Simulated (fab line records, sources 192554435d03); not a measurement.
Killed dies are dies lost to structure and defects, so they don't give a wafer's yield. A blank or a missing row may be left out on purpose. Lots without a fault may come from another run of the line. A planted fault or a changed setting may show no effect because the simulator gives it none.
fab line records | flow n5_finfet
record lots=24 wafers=72 last_day=19
route steps=1938 shown BEOL_M11@1570 BEOL_M12@1647 BEOL_M13@1660
lots that met no fault: from a run of the same line without faults
start_h: hours from the record's first day to the start of the lot's first wafer shown | wait_h: hours since the lot's step before | " the same as in the row above | L1.1+2: a row that stands for several wafers | - no value, or no start given | * or withheld: withheld | < > ~ a bound
route shown NAME@n: a module of which the file shows steps, and the number in the route of the first | usual: mean/standard deviation of fault-free wafers | same: alike in all rows | chamber/n: place in a boat | sites: the reading at each site | _std_site: their standard deviation | _edge_site: outer sites' mean less inner sites' | radius_mm: how far each site lies from the wafer's centre | mask NAME#n: copy n | behind: the tool/chamber that last shaped the wafer | hold: why the lot was held/for how many hours/how that ended | device: the transistor (n, p or np) that didn't switch | end of line: the same wafers' tests at the end of the route | a step without rows: its recipe alone | killed: dies lost to structure and defects at the first sort, not the wafer's yield | map: a wafer's dies, x killed, . not, _ none there
set.NAME: the setting as run; set.NAME@STEP: as run at that earlier step | model.NAME: the simulator's own value behind a step, which no gauge read
steps of the route over a sample of lots; a table a step, a row a wafer
services: from which hour (start_h, from the record's first day; less than 0 if before it) a tool's chamber was out of use, for how many hours, and why
## steps
# step N5_BEOL_M11_INSPECT_30
# recipe mode=adi inspect_instrument=brightfield
# usual raw_defect_count=430/73
# columns lot.wafer tool chamber start_h wait_h raw_defect_count
L074.2 defect_inspect-02 - 243.13 0.0 516
L074.4 " - " " 428
L074.5 " - " " 473
L075.1 defect_inspect-01 - 248.36 0.0 342
L075.3 " - " " 471
L075.5 " - " " 529
L076.1 defect_inspect-02 - 255.51 0.0 604
L076.2 " - " " 445
L076.6 " - " " 478
L078.1 defect_inspect-02 - 255.68 0.0 449
L078.2 " - " " 333
L078.6 " - " " 407
L077.2 defect_inspect-02 - 258.16 0.0 335
L077.3 " - " " 268
L077.4 " - " " 361
L081.2 defect_inspect-02 - 264.68 0.0 375
L081.3 " - " " 409
L081.5 " - " " 449
L079.3 defect_inspect-02 - 270.69 0.0 394
L079.4 " - " " 494
L079.6 " - " " 479
L080.1 defect_inspect-01 - 272.96 0.0 343
L080.2 " - " " 389
L080.6 " - " " 371
L083.1 defect_inspect-01 - 273.13 0.0 428
L083.2 " - " " 408
L083.3 " - " " 418
L082.2 defect_inspect-02 - 279.71 0.0 417
L082.5 " - " " 493
L082.6 " - " " 331
L084.1 defect_inspect-02 - 296.05 0.0 482
L084.3 " - " " 471
L084.6 " - " " 392
L085.1 defect_inspect-02 - 296.73 0.0 358
L085.2 " - " " 331
L085.6 " - " " 492
L088.2 defect_inspect-01 - 313.17 0.0 388
L088.3 " - " " 427
L088.6 " - " " 446
L086.4 defect_inspect-02 - 313.34 0.0 479
L086.5 " - " " 499
L086.6 " - " " 618
L089.3 defect_inspect-02 - 330.36 0.0 388
L089.4 " - " " 403
L089.6 " - " " 362
L087.1 defect_inspect-02 - 332.37 0.0 463
L087.3 " - " " 390
L087.5 " - " " 437
L092.1 defect_inspect-02 - 332.69 0.0 412
L092.4 " - " " 385
L092.5 " - " " 316
L090.1 defect_inspect-01 - 338.04 0.0 345
L090.4 " - " " 433
L090.6 " - " " 453
L091.1 defect_inspect-01 - 338.28 0.0 450
L091.3 " - " " 547
L091.4 " - " " 389
L094.2 defect_inspect-01 - 339.64 0.0 464
L094.5 " - " " 405
L094.6 " - " " 611
L093.1 defect_inspect-01 - 346.33 0.0 428
L093.4 " - " " 553
L093.5 " - " " 468
L095.1 defect_inspect-01 - 374.89 0.2 407
L095.3 " - " " 464
L095.4 " - " " 512
L097.1 defect_inspect-01 - 382.51 0.0 584
L097.2 " - " " 422
L097.5 " - " " 375
L096.4 defect_inspect-01 - 403.65 0.0 399
L096.5 " - " " 460
L096.6 " - " " 343
# step N5_BEOL_M11_SPUTTER_48
# recipe material=Cu target_thk_a=120 temp_c=-20 bias_v=60 power_w=26000 chamber_pressure_pa=0.13 time_s=2
# usual chuck_gas_flow_sccm=1.26/0.055 throttle_valve_pct=30.1/0.98
# columns lot.wafer tool chamber start_h wait_h chuck_gas_flow_sccm throttle_valve_pct
L074.2 pvd_sputter-01 - 245.45 0.1 1.21 28.5
L074.4 " - " " 1.27 30.2
L074.5 " - " " 1.22 30.2
L075.1 pvd_sputter-03 - 250.05 0.1 1.26 30.8
L075.3 " - " " 1.22 31.3
L075.5 " - " " 1.26 31.5
L076.1 pvd_sputter-03 - 257.74 0.3 1.24 30.8
L076.2 " - " " 1.20 31.3
L076.6 " - " " 1.23 30.8
L078.1 pvd_sputter-01 - 259.26 0.1 1.21 29.5
L078.2 " - " " 1.29 30.1
L078.6 " - " " 1.16 29.9
L077.2 pvd_sputter-01 - 260.04 0.1 1.26 30.3
L077.3 " - " " 1.25 28.5
L077.4 " - " " 1.23 30.2
L081.2 pvd_sputter-01 - 267.45 0.1 1.24 29.5
L081.3 " - " " 1.20 28.4
L081.5 " - " " 1.26 30.5
L079.3 pvd_sputter-02 - 272.55 0.2 1.32 29.5
L079.4 " - " " 1.27 30.8
L079.6 " - " " 1.30 29.6
L080.1 pvd_sputter-03 - 275.13 0.1 1.21 30.8
L080.2 " - " " 1.27 30.7
L080.6 " - " " 1.25 30.8
L083.1 pvd_sputter-02 - 275.47 0.1 1.23 29.4
L083.2 " - " " 1.30 29.6
L083.3 " - " " 1.32 29.7
L082.2 pvd_sputter-02 - 282.11 0.4 1.19 30.0
L082.5 " - " " 1.40 29.8
L082.6 " - " " 1.32 29.4
L084.1 pvd_sputter-01 - 299.46 1.5 1.31 30.2
L084.3 " - " " 1.28 29.7
L084.6 " - " " 1.34 29.3
L085.1 pvd_sputter-01 - 300.26 0.2 1.20 30.3
L085.2 " - " " 1.26 30.7
L085.6 " - " " 1.31 28.4
L088.2 pvd_sputter-01 - 314.97 0.2 1.31 29.5
L088.3 " - " " 1.22 30.3
L088.6 " - " " 1.32 30.1
L086.4 pvd_sputter-02 - 315.86 0.2 1.36 29.7
L086.5 " - " " 1.26 29.7
L086.6 " - " " 1.33 30.6
L089.3 pvd_sputter-01 - 332.68 0.3 1.24 30.5
L089.4 " - " " 1.28 29.1
L089.6 " - " " 1.28 30.3
L087.1 pvd_sputter-01 - 335.94 1.4 1.36 30.3
L087.3 " - " " 1.26 30.6
L087.5 " - " " 1.21 29.4
L092.1 pvd_sputter-02 - 337.17 0.3 1.34 29.6
L092.4 " - " " 1.38 29.7
L092.5 " - " " 1.27 29.9
L090.1 pvd_sputter-03 - 340.79 0.1 1.30 31.0
L090.4 " - " " 1.25 31.2
L090.6 " - " " 1.23 32.0
L091.1 pvd_sputter-03 - 340.87 0.2 1.23 31.1
L091.3 " - " " 1.19 32.0
L091.4 " - " " 1.24 32.3
L094.2 pvd_sputter-01 - 343.05 0.1 1.26 30.3
L094.5 " - " " 1.23 30.4
L094.6 " - " " 1.26 28.3
L093.1 pvd_sputter-03 - 348.90 0.1 1.33 32.3
L093.4 " - " " 1.20 31.3
L093.5 " - " " 1.26 32.2
L095.1 pvd_sputter-02 - 378.29 0.7 1.28 29.9
L095.3 " - " " 1.19 30.9
L095.4 " - " " 1.25 29.4
L097.1 pvd_sputter-01 - 385.86 1.2 1.22 28.3
L097.2 " - " " 1.33 30.5
L097.5 " - " " 1.23 28.1
L096.4 pvd_sputter-01 - 405.47 0.1 1.30 30.8
L096.5 " - " " 1.25 30.3
L096.6 " - " " 1.23 29.5
# step N5_BEOL_M11_INSPECT_58
# recipe inspect_instrument=darkfield mode=post_dep
# usual raw_defect_count=76/28
# columns lot.wafer tool chamber start_h wait_h raw_defect_count
L074.2 defect_inspect-01 - 246.70 0.3 81
L074.4 " - " " 78
L074.5 " - " " 70
L075.1 defect_inspect-01 - 251.04 0.0 122
L075.3 " - " " 67
L075.5 " - " " 86
L076.1 defect_inspect-01 - 258.71 0.0 78
L076.2 " - " " 96
L076.6 " - " " 79
L078.1 defect_inspect-02 - 260.32 0.0 60
L078.2 " - " " 75
L078.6 " - " " 66
L077.2 defect_inspect-02 - 261.01 0.0 115
L077.3 " - " " 111
L077.4 " - " " 130
L081.2 defect_inspect-02 - 268.42 0.0 77
L081.3 " - " " 37
L081.5 " - " " 65
L079.3 defect_inspect-02 - 273.80 0.0 92
L079.4 " - " " 76
L079.6 " - " " 87
L080.1 defect_inspect-01 - 276.33 0.0 66
L080.2 " - " " 45
L080.6 " - " " 76
L083.1 defect_inspect-01 - 276.61 0.0 46
L083.2 " - " " 84
L083.3 " - " " 67
L082.2 defect_inspect-02 - 283.10 0.0 82
L082.5 " - " " 107
L082.6 " - " " 91
L084.1 defect_inspect-02 - 300.59 0.0 68
L084.3 " - " " 95
L084.6 " - " " 89
L085.1 defect_inspect-01 - 301.26 0.0 44
L085.2 " - " " 69
L085.6 " - " " 64
L088.2 defect_inspect-02 - 316.19 0.0 50
L088.3 " - " " 24
L088.6 " - " " 65
L086.4 defect_inspect-01 - 316.94 0.0 66
L086.5 " - " " 144
L086.6 " - " " 100
L089.3 defect_inspect-02 - 334.32 0.0 90
L089.4 " - " " 44
L089.6 " - " " 61
L087.1 defect_inspect-01 - 336.91 0.0 42
L087.3 " - " " 45
L087.5 " - " " 30
L092.1 defect_inspect-02 - 338.14 0.0 73
L092.4 " - " " 92
L092.5 " - " " 70
L090.1 defect_inspect-01 - 341.78 0.0 60
L090.4 " - " " 69
L090.6 " - " " 49
L091.1 defect_inspect-02 - 342.03 0.0 50
L091.3 " - " " 44
L091.4 " - " " 40
L094.2 defect_inspect-02 - 344.10 0.0 52
L094.5 " - " " 59
L094.6 " - " " 71
L093.1 defect_inspect-01 - 350.14 0.0 70
L093.4 " - " " 83
L093.5 " - " " 112
L095.1 defect_inspect-01 - 379.28 0.0 71
L095.3 " - " " 90
L095.4 " - " " 64
L097.1 defect_inspect-01 - 386.86 0.0 36
L097.2 " - " " 52
L097.5 " - " " 57
L096.4 defect_inspect-02 - 406.50 0.0 85
L096.5 " - " " 46
L096.6 " - " " 52
# step N5_BEOL_M12_PRE_CLEAN_42
# recipe gas=H2/He time_s=30 temp_c=250
# usual heater_power_w=343/47
# columns lot.wafer tool chamber start_h wait_h heater_power_w
L074.2 pvd_sputter-01 - 249.59 0.0 432
L074.4 " - " " 302
L074.5 " - " " 303
L075.1 pvd_sputter-01 - 253.62 0.0 360
L075.3 " - " " 349
L075.5 " - " " 445
L076.1 pvd_sputter-01 - 265.23 0.0 353
L076.2 " - " " 455
L076.6 " - " " 456
L078.1 pvd_sputter-01 - 266.49 0.0 306
L078.2 " - " " 352
L078.6 " - " " 353
L077.2 pvd_sputter-03 - 268.59 0.0 318
L077.3 " - " " 317
L077.4 " - " " 306
L081.2 pvd_sputter-03 - 272.69 0.0 312
L081.3 " - " " 324
L081.5 " - " " 305
L079.3 pvd_sputter-01 - 282.42 0.0 452
L079.4 " - " " 348
L079.6 " - " " 452
L083.1 pvd_sputter-01 - 282.74 0.0 307
L083.2 " - " " 446
L083.3 " - " " 350
L080.1 pvd_sputter-03 - 283.45 0.0 298
L080.2 " - " " 324
L080.6 " - " " 314
L082.2 pvd_sputter-01 - 287.82 0.0 308
L082.5 " - " " 443
L082.6 " - " " 345
L084.1 pvd_sputter-02 - 306.62 0.0 349
L084.3 " - " " 305
L084.6 " - " " 286
L085.1 pvd_sputter-01 - 311.04 0.0 461
L085.2 " - " " 348
L085.6 " - " " 353
L088.2 pvd_sputter-01 - 320.44 0.0 350
L088.3 " - " " 303
L088.6 " - " " 356
L086.4 pvd_sputter-01 - 327.92 0.0 302
L086.5 " - " " 347
L086.6 " - " " 341
L089.3 pvd_sputter-02 - 337.73 0.0 298
L089.4 " - " " 409
L089.6 " - " " 312
L087.1 pvd_sputter-03 - 339.59 0.0 304
L087.3 " - " " 317
L087.5 " - " " 315
L092.1 pvd_sputter-01 - 342.67 0.0 360
L092.4 " - " " 355
L092.5 " - " " 314
L090.1 pvd_sputter-03 - 344.16 0.0 321
L090.4 " - " " 316
L090.6 " - " " 298
L091.1 pvd_sputter-03 - 346.96 0.0 303
L091.3 " - " " 318
L091.4 " - " " 323
L094.2 pvd_sputter-03 - 353.10 0.0 320
L094.5 " - " " 311
L094.6 " - " " 313
L093.1 pvd_sputter-02 - 358.17 0.0 359
L093.4 " - " " 310
L093.5 " - " " 307
L095.1 pvd_sputter-01 - 383.12 0.0 446
L095.3 " - " " 344
L095.4 " - " " 354
L097.1 pvd_sputter-02 - 390.11 0.0 280
L097.2 " - " " 359
L097.5 " - " " 287
L096.4 pvd_sputter-03 - 412.05 0.0 357
L096.5 " - " " 322
L096.6 " - " " 317
# step N5_BEOL_M12_DEP_53
# recipe material=SiCN target_thk_a=300 temp_c=withheld precursor=3MS/NH3 pressure_torr=3 rf_w=675 time_s=10.5
# usual showerhead_plenum_p_Torr=4.168/0.018 showerhead_vpp_V=1585/61 throttle_valve_pct=17.3/0.89
# columns lot.wafer tool chamber start_h wait_h showerhead_plenum_p_Torr showerhead_vpp_V throttle_valve_pct
L074.2 pecvd-02 1 250.72 0.0 4.138 1577 17.9
L074.4 " 2 " " 4.184 1680 16.2
L074.5 " 0 " " 4.190 1633 17.6
L075.1 pecvd-01 0 254.81 0.0 4.134 1581 18.3
L075.3 " 2 " " 4.149 1499 16.2
L075.5 " 0 " " 4.131 1590 18.5
L076.1 pecvd-03 1 266.42 0.0 4.175 1554 18.0
L076.2 " 0 " " 4.176 1470 17.6
L076.6 " 1 " " 4.172 1592 18.0
L078.1 pecvd-02 0 267.61 0.0 4.173 1637 17.4
L078.2 " 2 " " 4.178 1695 16.3
L078.6 " 2 " " 4.191 1685 16.6
L077.2 pecvd-03 1 270.02 0.0 4.171 1597 18.2
L077.3 " 2 " " 4.172 1651 15.5
L077.4 " 0 " " 4.171 1512 17.2
L081.2 pecvd-02 2 274.11 0.0 4.181 1672 16.3
L081.3 " 1 " " 4.147 1616 17.8
L081.5 " 0 " " 4.183 1655 17.9
L079.3 pecvd-03 2 283.70 0.0 4.174 1650 15.5
L079.4 " 0 " " 4.183 1495 17.4
L079.6 " 2 " " 4.171 1661 15.7
L083.1 pecvd-01 1 284.42 0.0 4.182 1539 17.6
L083.2 " 0 " " 4.130 1573 18.3
L083.3 " 2 " " 4.164 1509 16.4
L080.1 pecvd-02 2 284.76 0.0 4.194 1652 16.9
L080.2 " 0 " " 4.178 1668 17.7
L080.6 " 1 " " 4.148 1598 17.7
L082.2 pecvd-03 1 288.95 0.0 4.181 1596 18.1
L082.5 " 2 " " 4.160 1653 15.7
L082.6 " 1 " " 4.179 1593 18.1
L084.1 pecvd-03 2 307.73 0.0 4.168 1647 15.7
L084.3 " 1 " " 4.185 1575 18.0
L084.6 " 2 " " 4.164 1653 15.8
L085.1 pecvd-01 2 312.44 0.0 4.136 1519 16.5
L085.2 " 1 " " 4.179 1581 17.6
L085.6 " 0 " " 4.138 1581 18.4
L088.2 pecvd-03 2 321.55 0.0 4.168 1694 15.5
L088.3 " 1 " " 4.176 1612 18.2
L088.6 " 1 " " 4.174 1556 18.2
L086.4 pecvd-01 0 329.71 0.0 4.134 1583 18.5
L086.5 " 2 " " 4.143 1526 16.5
L086.6 " 1 " " 4.171 1566 17.4
L089.3 pecvd-01 1 338.90 0.0 4.172 1555 17.6
L089.4 " 1 " " 4.170 1574 17.6
L089.6 " 2 " " 4.154 1550 16.4
L087.1 pecvd-03 0 340.70 0.0 4.179 1482 17.6
L087.3 " 2 " " 4.183 1616 15.7
L087.5 " 1 " " 4.175 1551 18.1
L092.1 pecvd-03 0 343.79 0.0 4.184 1506 17.5
L092.4 " 2 " " 4.180 1676 15.7
L092.5 " 1 " " 4.185 1574 18.3
L090.1 pecvd-02 1 345.34 0.0 4.147 1602 17.9
L090.4 " 2 " " 4.181 1662 16.8
L090.6 " 1 " " 4.147 1593 17.5
L091.1 pecvd-01 2 348.08 0.0 4.148 1511 16.3
L091.3 " 0 " " 4.133 1570 18.2
L091.4 " 0 " " 4.131 1579 18.3
L094.2 pecvd-02 0 354.34 0.0 4.189 1653 18.0
L094.5 " 0 " " 4.176 1661 17.9
L094.6 " 1 " " 4.147 1598 17.8
L093.1 pecvd-02 0 359.80 0.0 4.187 1651 17.8
L093.4 " 1 " " 4.149 1603 17.8
L093.5 " 2 " " 4.187 1640 16.9
L095.1 pecvd-03 0 384.26 0.0 4.186 1495 17.3
L095.3 " 2 " " 4.180 1648 15.9
L095.4 " 0 " " 4.180 1504 17.8
L097.1 pecvd-01 2 391.22 0.0 4.151 1491 16.4
L097.2 " 1 " " 4.173 1555 17.3
L097.5 " 2 " " 4.143 1514 16.6
L096.4 pecvd-03 2 413.18 0.0 4.164 1676 15.9
L096.5 " 1 " " 4.169 1571 16.8
L096.6 " 0 " " 4.188 1498 17.9
# step N5_BEOL_M13_THK_MEAS_01
# recipe reads=SiOC_of_BEOL_M13_ILD_DEP_00
# usual M13_ILD_THK=832/13
# columns lot.wafer tool chamber start_h wait_h M13_ILD_THK[nm]
L074.2 film_metro-02 - 251.00 0.1 846
L074.4 " - " " 851
L074.5 " - " " 848
L075.1 film_metro-01 - 255.09 0.1 843
L075.3 " - " " 816
L075.5 " - " " 852
L076.1 film_metro-01 - 266.70 0.1 833
L076.2 " - " " 817
L076.6 " - " " 848
L078.1 film_metro-01 - 267.88 0.1 839
L078.2 " - " " 817
L078.6 " - " " 839
L077.2 film_metro-01 - 270.30 0.1 832
L077.3 " - " " 821
L077.4 " - " " 835
L081.2 film_metro-02 - 274.39 0.1 832
L081.3 " - " " 840
L081.5 " - " " 836
L079.3 film_metro-01 - 283.98 0.1 839
L079.4 " - " " 835
L079.6 " - " " 847
L083.1 film_metro-02 - 284.70 0.1 816
L083.2 " - " " 834
L083.3 " - " " 823
L080.1 film_metro-01 - 285.10 0.2 839
L080.2 " - " " 838
L080.6 " - " " 846
L082.2 film_metro-01 - 289.25 0.1 821
L082.5 " - " " 832
L082.6 " - " " 829
L084.1 film_metro-02 - 308.01 0.1 805
L084.3 " - " " 825
L084.6 " - " " 832
L085.1 film_metro-01 - 312.72 0.1 835
L085.2 " - " " 828
L085.6 " - " " 835
L088.2 film_metro-02 - 321.89 0.2 829
L088.3 " - " " 827
L088.6 " - " " 824
L086.4 film_metro-01 - 329.97 0.0 815
L086.5 " - " " 801
L086.6 " - " " 825
L089.3 film_metro-01 - 339.18 0.1 821
L089.4 " - " " 839
L089.6 " - " " 846
L087.1 film_metro-02 - 340.99 0.1 809
L087.3 " - " " 818
L087.5 " - " " 840
L092.1 film_metro-02 - 344.06 0.1 819
L092.4 " - " " 847
L092.5 " - " " 828
L090.1 film_metro-02 - 345.62 0.1 831
L090.4 " - " " 845
L090.6 " - " " 851
L091.1 film_metro-01 - 348.41 0.2 815
L091.3 " - " " 830
L091.4 " - " " 827
L094.2 film_metro-02 - 354.63 0.1 825
L094.5 " - " " 848
L094.6 " - " " 823
L093.1 film_metro-02 - 360.08 0.1 832
L093.4 " - " " 847
L093.5 " - " " 859
L095.1 film_metro-01 - 384.61 0.2 831
L095.3 " - " " 837
L095.4 " - " " 843
L097.1 film_metro-02 - 391.56 0.2 820
L097.2 " - " " 829
L097.5 " - " " 838
L096.4 film_metro-02 - 413.44 0.0 853
L096.5 " - " " 837
L096.6 " - " " 837
## services
# columns tool chamber start_h hours kind
pecvd-03 - 225.44 0.3 repair
pecvd-02 - 256.38 0.4 repair
pecvd-01 - 262.33 14.6 pm
pecvd-03 0 284.83 5.5 scheduled_down
pecvd-02 2 316.73 9.6 repair
pecvd-02 0 322.53 2.1 scheduled_down
pecvd-03 1 334.05 5.2 repair
pecvd-02 1 335.68 2.1 scheduled_down
pecvd-02 2 347.48 3.2 repair
pecvd-02 2 350.87 5.5 scheduled_down
pvd_sputter-01 - 354.49 2.5 repair
pecvd-01 0 364.40 2.1 scheduled_down
pecvd-03 - 369.76 1.0 repair
pecvd-03 - 370.96 1.7 repair
pecvd-01 2 375.82 5.5 scheduled_down
pecvd-02 2 381.79 16.6 repair
pecvd-03 1 383.67 - clean
pecvd-03 1 383.67 - consumable_replace:showerhead
pecvd-03 1 383.67 29.0 scheduled_down
pecvd-03 1 383.67 29.0 vent_cycle
pecvd-02 1 391.10 3.5 repair
pecvd-01 0 396.71 5.5 scheduled_down
## key
fault none
